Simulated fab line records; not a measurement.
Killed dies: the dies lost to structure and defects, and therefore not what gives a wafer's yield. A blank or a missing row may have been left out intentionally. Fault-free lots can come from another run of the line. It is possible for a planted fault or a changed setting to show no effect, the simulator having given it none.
Split-lot study || flow n5Finfet || route with 1938 steps; 7 lots, 21 wafers read

ABOUT THE SPLIT
At N5_BEOL_M7_TRENCH_ETCH_37 (etches SiCOH lowk in C4F6/O2, target depth 93.478 nm, time 31.2 s), the setting biasW was moved away from the recipe's 185 W on 6 of the 21 wafers read, by -11.6% to +15.5%. All remaining wafers had this setting at the recipe value.

FROM THE SPLIT TO THE READING: what the file shows between them, 8 steps
- N5_BEOL_M7_ETCH_41: etches SiCN in CH3F/O2, target depth 31.9 nm, time 57.8 s
- N5_BEOL_M7_STRIP_80: strips in N2/H2, time 10 s
- N5_BEOL_M7_ECD_50: material Cu, target thk 300 nm
- N5_BEOL_M7_ANNEAL_51: time 90 s
- N5_BEOL_M7_CMP_52: polishes, stops on SiCOH lowk, t overpolish 6.9 s, target thk 80 nm
- N5_BEOL_M7_THK_MEAS_53: measures by xrf
- N5_BEOL_M7_PRE_CLEAN_55: time 15 s
- N5_BEOL_M7_DEP_56: deposits SiCN from 3MS/NH3, target thk 10 nm, time 17.5 s

THE READING
At N5_BEOL_M7_RS_MEAS_57, a four-point-probe measurement gives M7_RS in ohm/sq. On this fab line, fault-free wafers typically give 0.286 ohm/sq with a standard deviation of 0.0067 ohm/sq.

{"wafer": "L076.2", "tool, chamber at the split": "rieDiel-01, 1", "biasW as run, W": 185, "against the recipe": "recipe", "M7_RS, ohm/sq": 0.291, "against lot-mates on the recipe": "-"}
{"wafer": "L076.3", "tool, chamber at the split": "rieDiel-01, 0", "biasW as run, W": 185, "against the recipe": "recipe", "M7_RS, ohm/sq": 0.288, "against lot-mates on the recipe": "-"}
{"wafer": "L076.4", "tool, chamber at the split": "rieDiel-01, 1", "biasW as run, W": 185, "against the recipe": "recipe", "M7_RS, ohm/sq": 0.290, "against lot-mates on the recipe": "-"}
{"wafer": "L078.2", "tool, chamber at the split": "rieDiel-03, 1", "biasW as run, W": 185, "against the recipe": "recipe", "M7_RS, ohm/sq": 0.295, "against lot-mates on the recipe": "-"}
{"wafer": "L078.3", "tool, chamber at the split": "rieDiel-03, 0", "biasW as run, W": 185, "against the recipe": "recipe", "M7_RS, ohm/sq": 0.279, "against lot-mates on the recipe": "-"}
{"wafer": "L078.5", "tool, chamber at the split": "rieDiel-03, 1", "biasW as run, W": 185, "against the recipe": "recipe", "M7_RS, ohm/sq": 0.295, "against lot-mates on the recipe": "-"}
{"wafer": "L080.1", "tool, chamber at the split": "rieDiel-01, 2", "biasW as run, W": 163.6, "against the recipe": "-11.6%", "M7_RS, ohm/sq": 0.307, "against lot-mates on the recipe": "+0.026"}
{"wafer": "L080.2", "tool, chamber at the split": "rieDiel-01, 3", "biasW as run, W": 185, "against the recipe": "recipe", "M7_RS, ohm/sq": 0.281, "against lot-mates on the recipe": "-"}
{"wafer": "L080.3", "tool, chamber at the split": "rieDiel-01, 1", "biasW as run, W": 163.6, "against the recipe": "-11.6%", "M7_RS, ohm/sq": 0.312, "against lot-mates on the recipe": "+0.031"}
{"wafer": "L083.1", "tool, chamber at the split": "rieDiel-03, 2", "biasW as run, W": 185, "against the recipe": "recipe", "M7_RS, ohm/sq": 0.275, "against lot-mates on the recipe": "-"}
{"wafer": "L083.3", "tool, chamber at the split": "rieDiel-03, 3", "biasW as run, W": 185, "against the recipe": "recipe", "M7_RS, ohm/sq": 0.284, "against lot-mates on the recipe": "-"}
{"wafer": "L083.6", "tool, chamber at the split": "rieDiel-03, 0", "biasW as run, W": 185, "against the recipe": "recipe", "M7_RS, ohm/sq": 0.281, "against lot-mates on the recipe": "-"}
{"wafer": "L084.2", "tool, chamber at the split": "rieDiel-03, 1", "biasW as run, W": 185, "against the recipe": "recipe", "M7_RS, ohm/sq": 0.289, "against lot-mates on the recipe": "-"}
{"wafer": "L084.3", "tool, chamber at the split": "rieDiel-03, 2", "biasW as run, W": 207.9, "against the recipe": "+12.4%", "M7_RS, ohm/sq": 0.271, "against lot-mates on the recipe": -0.018}
{"wafer": "L084.4", "tool, chamber at the split": "rieDiel-03, 3", "biasW as run, W": 207.9, "against the recipe": "+12.4%", "M7_RS, ohm/sq": 0.273, "against lot-mates on the recipe": -0.016}
{"wafer": "L086.2", "tool, chamber at the split": "rieDiel-06, 0", "biasW as run, W": 185, "against the recipe": "recipe", "M7_RS, ohm/sq": 0.291, "against lot-mates on the recipe": "-"}
{"wafer": "L086.4", "tool, chamber at the split": "rieDiel-06, 3", "biasW as run, W": 185, "against the recipe": "recipe", "M7_RS, ohm/sq": 0.284, "against lot-mates on the recipe": "-"}
{"wafer": "L086.6", "tool, chamber at the split": "rieDiel-06, 1", "biasW as run, W": 185, "against the recipe": "recipe", "M7_RS, ohm/sq": 0.288, "against lot-mates on the recipe": "-"}
{"wafer": "L097.3", "tool, chamber at the split": "rieDiel-03, 1", "biasW as run, W": 185, "against the recipe": "recipe", "M7_RS, ohm/sq": 0.293, "against lot-mates on the recipe": "-"}
{"wafer": "L097.5", "tool, chamber at the split": "rieDiel-03, 2", "biasW as run, W": 213.6, "against the recipe": "+15.5%", "M7_RS, ohm/sq": 0.273, "against lot-mates on the recipe": -0.020}
{"wafer": "L097.6", "tool, chamber at the split": "rieDiel-03, 3", "biasW as run, W": 213.6, "against the recipe": "+15.5%", "M7_RS, ohm/sq": 0.270, "against lot-mates on the recipe": -0.023}

FIT RESULTS
A straight line over all 21 wafers: M7_RS changes by -0.00134 ohm/sq for each +1% of biasW; r = -0.86; the points scatter about the line by 0.0059 ohm/sq.
The same after taking each lot's own level away (the mean of its wafers on the recipe; 21 wafers): -0.00171 ohm/sq for each +1%; r = -0.93; scatter 0.0048 ohm/sq.
The reading moves by 0.026 ohm/sq for the largest change in biasW, on that fit.
From 0.2800 to 0.2930 ohm/sq: that is the span of the lots' own levels, equal to 1.9 times the standard deviation above.
Hence the slope depends on the lot-to-lot level, as the two fits are not the same.
Check: -0.0263 ohm/sq against its lot-mates is what the line predicts for one of the wafers moved furthest among these (+15.5%) when that wafer is left out of the fit. Against them it came out at -0.02 ohm/sq.
Tool readings at the split's step, against how far the setting was moved: rfVppV r = +0.97.

FURTHER SPLITS ON THESE WAFERS
These wafers also went through other splits before the reading. Each is held against what the fit with the lots' levels taken away leaves over:
{"other split on the same wafers": "N5_BEOL_M4_TRENCH_ETCH_37 sourceW", "wafers away from the commonest value": 9, "r with M7_RS (lot level and that fit taken away)": -0.27}
{"other split on the same wafers": "N5_BEOL_M5_COAT_71 spinRpm", "wafers away from the commonest value": 7, "r with M7_RS (lot level and that fit taken away)": -0.17}
{"other split on the same wafers": "N5_BEOL_M6_TRENCH_ETCH_37 sourceW", "wafers away from the commonest value": 12, "r with M7_RS (lot level and that fit taken away)": -0.02}
{"other split on the same wafers": "N5_BEOL_M7_DESCUM_33 timeS", "wafers away from the commonest value": 6, "r with M7_RS (lot level and that fit taken away)": -0.28}

THE WHOLE CHAIN: every reading that the file lists as answering this split, in the file's order
{"step": "N5_BEOL_M7_TRENCH_ETCH_37", "what it does": "etches SiCOH lowk in C4F6/O2, target depth 93.478 nm, time 31.2 s", "reading": "rfVppV", "change (the file's fit)": "+3.85 V for each +1% of the setting", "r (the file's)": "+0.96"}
{"step": "N5_BEOL_M7_TRENCH_ETCH_37", "what it does": "etches SiCOH lowk in C4F6/O2, target depth 93.478 nm, time 31.2 s", "reading": "etch.depthNm (the simulator's own value, which no gauge read)", "change (the file's fit)": "+0.308 nm for each +1% of the setting", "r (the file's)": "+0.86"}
{"step": "N5_BEOL_M7_TRENCH_ETCH_37", "what it does": "etches SiCOH lowk in C4F6/O2, target depth 93.478 nm, time 31.2 s", "reading": "BEOL_M7.featureDepthNm (the simulator's own value, which no gauge read)", "change (the file's fit)": "+0.309 nm for each +1% of the setting", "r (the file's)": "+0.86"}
{"step": "N5_BEOL_M7_CMP_52", "what it does": "polishes, stops on SiCOH lowk, t overpolish 6.9 s, target thk 80 nm", "reading": "Cu_of_BEOL_M7_ECD_50.thkNm (the simulator's own value, which no gauge read)", "change (the file's fit)": "+0.389 nm for each +1% of the setting", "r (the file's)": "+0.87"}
{"step": "N5_BEOL_M7_THK_MEAS_53", "what it does": "measures by xrf", "reading": "M7_THK", "change (the file's fit)": "+0.376 for each +1% of the setting", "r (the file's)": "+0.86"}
{"step": "N5_BEOL_M7_RS_MEAS_57", "what it does": "measures by four-point-probe", "reading": "M7_RS", "change (the file's fit)": "-0.00167 for each +1% of the setting", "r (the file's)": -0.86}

THE FILE'S OWN FIT
M7_RS changes by -0.00167 ohm/sq for each +1% of biasW, r = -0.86.
